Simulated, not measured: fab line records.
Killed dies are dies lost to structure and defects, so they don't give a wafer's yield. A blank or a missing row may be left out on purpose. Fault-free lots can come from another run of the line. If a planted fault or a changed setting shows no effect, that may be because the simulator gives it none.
8D (eight disciplines) problem report, filled in by code    flow nand-harc    the parts of the form that need people (team, actions taken, sign-off) are left out

== 1. WHAT WENT WRONG ==
At NHARC_A_CONTACT_ETCH_51, throttle-valve-pct averages 25.247 % over 6 wafers from 2 lots, while fault-free wafers read 28.330 %, standard deviation 0.0094. That is -99 or more standard deviations from the usual mean.
The step: etches the open film in O2/COS, target depth 7000 nm, time 1820 s.
First observed at day 28 21:45: wafer L210.4, on rie-diel-07. The record has a number at this step for 36 wafers belonging to 12 lots. Rule for "out", or "out of limits": more than 4 standard deviations from the usual mean. Any other wafer with a number is counted as sound.

== 2. WHAT IT IS, WHAT IT ISN'T ==
question                     is                                is not
which readings at this step  throttle-valve-pct, o2-flow-sccm  drypump-motor-current-A, rf-fwd-power-W, rf-vpp-V
which lots                   L210, L212                        L192, L194, L195, L197, L198, L199, L200, L202, L205, L215
which wafers of those lots   all that have a number            -
read on which tools          rie-diel-07                       rie-diel-04, rie-diel-11
when                         from day 28 21:45                 up to then (27 sound wafers); but 3 sound wafers of L215 came after

== 3. SUSPECTS, AND WHAT RULES EACH OUT ==
Counting: a tool stays on the suspect list if, at a process step up to the reading, it processed all lots that are out and no sound lot following the first of them.
- pecvd-02 at NHARC_A_CONTACT_DEP_29 (deposits SiON, target thk 100 nm): kept. It ran every lot that is out, first L210 (day 28 19:55), and no sound lot after that; its last sound lot up to then is L205 (day 27 04:40).
- rie-diel-07 at NHARC_A_CONTACT_ETCH_51 (etches the open film in O2/COS, target depth 7000 nm, time 1820 s): kept. It ran every lot that is out, first L210 (day 28 21:45), and no sound lot after that; its last sound lot up to then is L205 (day 27 06:18). Out on those wafers are its own readings of o2-flow-sccm, throttle-valve-pct.
What counting leaves: pecvd-02 at NHARC_A_CONTACT_DEP_29 and rie-diel-07 at NHARC_A_CONTACT_ETCH_51.

== 4. THE CAUSE (what the simulator had put in) ==
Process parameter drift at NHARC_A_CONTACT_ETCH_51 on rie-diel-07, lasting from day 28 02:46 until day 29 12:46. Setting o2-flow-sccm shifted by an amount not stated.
Of the 2 suspects that counting leaves, this tool is one.

== 5. THE CHAIN OF EFFECTS, in route order ==
Each row: a reading where the mean over the struck wafers with a number is more than 3 standard deviations away from the usual. Only readings whose record carries a usual standard deviation are examined. hours: median over the lots of the time between each lot's start at the first step of this table that gives one and its start at this step. sigmas: the change, counted in usual standard deviations.
hours  step                     reading             usual       on struck wafers  change  sigmas
0      NHARC_A_CONTACT_ETCH_51  o2-flow-sccm        399.8 sccm  319.8             -80.0   -62
0      NHARC_A_CONTACT_ETCH_51  throttle-valve-pct  28.330 %    25.247            -3.083  -99 or more
It contains these process steps:
- NHARC_A_CONTACT_ETCH_51: etches the open film in O2/COS, target depth 7000 nm, time 1820 s.

== 6. WHAT WOULD HAVE CAUGHT IT SOONER ==
The fault began at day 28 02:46; the first out-of-limits reading in this record came at day 28 21:45, 19 hours later.
